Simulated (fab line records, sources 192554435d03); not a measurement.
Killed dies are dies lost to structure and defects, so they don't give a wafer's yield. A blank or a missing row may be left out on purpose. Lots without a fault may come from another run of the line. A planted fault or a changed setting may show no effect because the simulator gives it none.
A struck lot beside a sound one | flow n5_finfet | 40 steps out of a route of 1938
Sound: wafers L505.3, L505.5, L505.6. Struck: wafers L509.2, L509.4, L509.5. The cause comes at the end.
At each step with rows: each side's tool, then ch and its chambers, then its first start. Under that, the readings that differ: sound wafers | struck wafers | difference of the means | sigmas: that difference in standard deviations of wafers without a fault.
alike: readings whose means differ by less than 2 such deviations, and words and numbers that are the same on both sides. not compared: withheld readings, readings that some wafer has no value for, bounds like >300 that may hide the same value, and numbers for which the record gives no deviation and whose values overlap.
The two part at a step that has a row with sigmas, a row that says differs or no value, or rows on one side only. Numbers that don't overlap but have no deviation are shown without sigmas and don't part them. A reading that every wafer of one side lacks parts them only if that side has two wafers or more.

first, 11 steps without rows for these wafers: N5_BEOL_M0_CVD_115 (deposits Co from CCTBA/H2, time 120 s); N5_BEOL_M0_SPUTTER_116 (material Cu, target thk 4 nm, time 7.37 s); N5_BEOL_M0_ANNEAL_117 (time 60 s); N5_BEOL_M0_SPUTTER_132 (material Cu, target thk 4 nm, time 7.37 s); N5_BEOL_M0_ANNEAL_133 (time 60 s); N5_BEOL_M0_SPUTTER_134 (material Cu, target thk 4 nm, time 7.37 s); N5_BEOL_M0_ANNEAL_135 (time 60 s); N5_BEOL_M0_SPUTTER_141 (material Cu, target thk 4 nm, time 7.37 s); N5_BEOL_M0_ECD_118 (material Cu, target thk 300 nm); N5_BEOL_M0_ANNEAL_119 (time 90 s); N5_BEOL_M0_CMP_120 (polishes, stops on SiOC, t overpolish 6.9 s).
N5_BEOL_M0_PRE_CLEAN_131: time 15 s.
  sound on cvd_co-01 ch 0,1, day 6 19:10; struck on cvd_co-01 ch 0,2, day 7 22:25
  alike: heater_power_w, rf_fwd_power_W
  not compared: since_wet_clean_h
then, 3 steps without rows for these wafers: N5_BEOL_M0_CO_CAP_123 (material Co, precursor CCTBA/H2, target thk 2 nm, time 102.1 s); N5_BEOL_M0_PRE_CLEAN_124 (time 15 s); N5_BEOL_M0_DEP_125 (deposits SiCN from 3MS/NH3, target thk 8 nm, time 14 s).
N5_BEOL_M0_INSPECT_127: inspects for defects (darkfield).
  sound on defect_inspect-01, day 6 19:25; struck on defect_inspect-01, day 7 22:42
  reading          | sound    | struck      | difference | sigmas
  raw_defect_count | 50 62 49 | 424 460 459 | +394       | +18
then, 12 steps without rows for these wafers: N5_BEOL_M1_ILD_DEP_00 (deposits SiOC from DEMS/O2, target thk 79 nm, time 15.3 s); N5_BEOL_M1_PECVD_72 (deposits SiO2 from TEOS/O2, target thk 16 nm, time 18 s); N5_BEOL_M1_HM_DEP_02 (deposits TiN, target thk 20 nm); N5_BEOL_M1_COAT_61 (time 60 s, resist thk 60 nm); N5_BEOL_M1_COAT_62 (time 60 s, resist thk 12 nm); N5_BEOL_M1_COAT_73 (time 60 s, resist thk 5 nm); N5_BEOL_M1_COAT_05 (resist thk 30 nm); N5_BEOL_M1_EBR_07; N5_BEOL_M1_SOFTBAKE_06 (time 60 s); N5_BEOL_M1_EXPOSE_08 (exposes mask M1); N5_BEOL_M1_PEB_09 (peb time 60 s); N5_BEOL_M1_DEVELOP_10 (develop time 30 s).
N5_BEOL_M1_INSPECT_13: inspects for defects (brightfield).
  sound on defect_inspect-01, day 6 20:16; struck on defect_inspect-01, day 8 00:11
  reading          | sound       | struck      | difference | sigmas
  raw_defect_count | 373 398 352 | 661 695 725 | +319       | +4
then, 8 steps without rows for these wafers: N5_BEOL_M1_DESCUM_16 (chemistry O2, time 7 s); N5_BEOL_M1_ETCH_74 (etches underlayer in N2/H2, target depth 6.5 nm, time 5.2 s); N5_BEOL_M1_ETCH_63 (etches SiARC in CF4, target depth 15.6 nm, time 26 s); N5_BEOL_M1_ETCH_64 (etches SOC in N2/H2, target depth 75 nm, overetch 15 nm, time 112.5 s); N5_BEOL_M1_STRIP_65 (strips in N2/H2); N5_BEOL_M1_STRIP_75 (strips in N2/H2); N5_BEOL_M1_STRIP_66 (strips in CF4); N5_BEOL_M1_HM_OPEN_17 (chemistry Cl2/BCl3, target TiN, target depth 20 nm, overetch 6 nm).
N5_BEOL_M1_INSPECT_30: inspects for defects (brightfield).
  sound on defect_inspect-02, day 6 21:15; struck on defect_inspect-02, day 8 01:03
  reading          | sound       | struck      | difference | sigmas
  raw_defect_count | 397 394 377 | 690 692 745 | +320       | +4
N5_BEOL_M4_RC_MEAS_101:
  sound on prober-01 ch 0, day 8 15:01; struck on prober-02 ch 0, day 9 15:44
  alike: DIBL_N, DIBL_P, IOFF_N, IOFF_P, ION_N, ION_P, SS_N, SS_P, VT_N, VT_P
-- the record jumps here: 5 days lie between the struck wafers' starts before and after (it left off in module BEOL_M4 and takes up again in module PASSIVATION, whose first step shown is number 1936 of the route) --
N5_PASSIVATION_PROBE_49:
  sound on prober-02, day 13 02:01; struck on prober-01, day 14 04:05
  reading                  | sound          | struck         | difference | sigmas
  defect_limited_yield (%) | 91.9 91.3 91.1 | 83.6 85.1 83.9 | -7.2       | -5
  killed_at_M0_to_M3       | 34 46 30       | 103 117 95     | +68        | +7
  killed_dies              | 96 103 105     | 193 176 190    | +85        | +5
  killed_on_rim            | 20 13 14       | 34 25 34       | +15        | +4
  sort_bin_5_function (%)  | 4.4 4.9 5.0    | 11.6 9.1 11.0  | +5.8       | +6
  sort_n_pass              | 1084 1077 1075 | 987 1004 990   | -85        | -5
  sort_yield_pct (%)       | 91.9 91.3 91.1 | 83.6 85.1 83.9 | -7.2       | -5
  alike: killed_at_M4_up, killed_at_contacts, killed_at_front_end, killed_at_other, killed_open, killed_short, sort_bin_6_memory

WHERE THEY PART
First at N5_BEOL_M0_INSPECT_127; last, within this record, at N5_PASSIVATION_PROBE_49.

WHY: what the simulator had put in
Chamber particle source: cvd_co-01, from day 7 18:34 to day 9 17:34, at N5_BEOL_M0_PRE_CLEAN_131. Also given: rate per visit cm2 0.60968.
